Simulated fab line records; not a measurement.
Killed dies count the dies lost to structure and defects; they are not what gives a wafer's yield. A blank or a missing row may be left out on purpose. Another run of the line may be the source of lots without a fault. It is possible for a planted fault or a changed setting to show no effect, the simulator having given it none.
Chamber matching ; flow n5Finfet ; rieDiel-04 running N5_BEOL_M5_ETCH_61: 4 sister chambers
The step etches SiARC in CF4, target depth 15.6 nm, time 26 s. 24 wafers are shown with their chamber, then 12 later ones without.

## EACH WAFER AND ITS CHAMBER
wafer;chamber;drypumpMotorCurrentA (A);showerheadPlenumPTorr (Torr);oesProductAu (a.u.)
L074.1;3;5.4;2.22;0.62
L074.5;0;5.7;2.11;0.73
L074.6;3;5.4;2.22;0.62
L075.3;0;5.6;2.11;0.73
L075.4;1;5.0;2.11;0.57
L075.6;2;5.7;2.06;0.62
L076.1;2;5.7;2.05;0.61
L076.2;3;5.4;2.22;0.61
L076.3;0;5.7;2.11;0.73
L076.4;1;5.0;2.10;0.58
L076.5;2;5.7;2.06;0.61
L076.6;3;5.4;2.22;0.62
L079.2;0;5.7;2.11;0.71
L079.3;3;5.4;2.22;0.61
L079.6;2;5.7;2.05;0.61
L083.1;1;5.0;2.10;0.57
L083.2;3;5.4;2.22;0.61
L083.3;1;5.0;2.10;0.56
L082.1;0;5.7;2.10;0.71
L082.4;1;5.0;2.10;0.56
L082.5;2;5.7;2.05;0.60
L086.1;3;5.4;2.21;0.60
L086.3;2;5.7;2.05;0.60
L086.4;2;5.7;2.05;0.60

SIGNATURES (means of the wafers above)
reading;chamber 0;chamber 1;chamber 2;chamber 3;scatter within a chamber
drypumpMotorCurrentA;5.680;5.000;5.700;5.400;0.02
showerheadPlenumPTorr;2.1080;2.1020;2.0529;2.2186;0.00441
oesProductAu;0.7220;0.5680;0.6071;0.6129;0.0085
Rule: distance of a wafer from a chamber = root of the sum over the readings of ((wafer's reading minus chamber's mean) / reading's scatter) squared. If the next closest chamber is less than 2 further off than the closest, the wafer can't be placed; otherwise it belongs to the closest. How the scatter is found: for the shown wafers, subtract from each reading the mean of its chamber, square and add these, divide the total by (wafers less chambers), then take the root.

## WAFERS WHOSE CHAMBER IS MISSING
wafer;drypumpMotorCurrentA (A);showerheadPlenumPTorr (Torr);oesProductAu (a.u.)
L089.2;5.4;2.21;0.61
L089.3;5.0;2.10;0.83
L089.5;5.0;2.10;0.83
L091.2;5.0;2.09;0.79
L091.5;5.4;2.21;0.60
L091.6;5.7;2.04;0.60
L095.1;5.4;2.21;0.59
L095.4;5.0;2.09;0.78
L095.6;5.4;2.21;0.60
L096.2;5.7;2.04;0.60
L096.3;5.0;2.09;0.76
L096.4;5.4;2.21;0.60

## WHICH CHAMBER EACH WENT THROUGH
wafer;from the rows above;in truth
L089.2;3;3
L089.3;1;1
L089.5;1;1
L091.2;1;1
L091.5;3;3
L091.6;2;2
L095.1;3;3
L095.4;1;1
L095.6;3;3
L096.2;2;2
L096.3;1;1
L096.4;3;3
12 of 12 placed correctly. Can't be placed from these rows: 0. 0 placed wrongly.
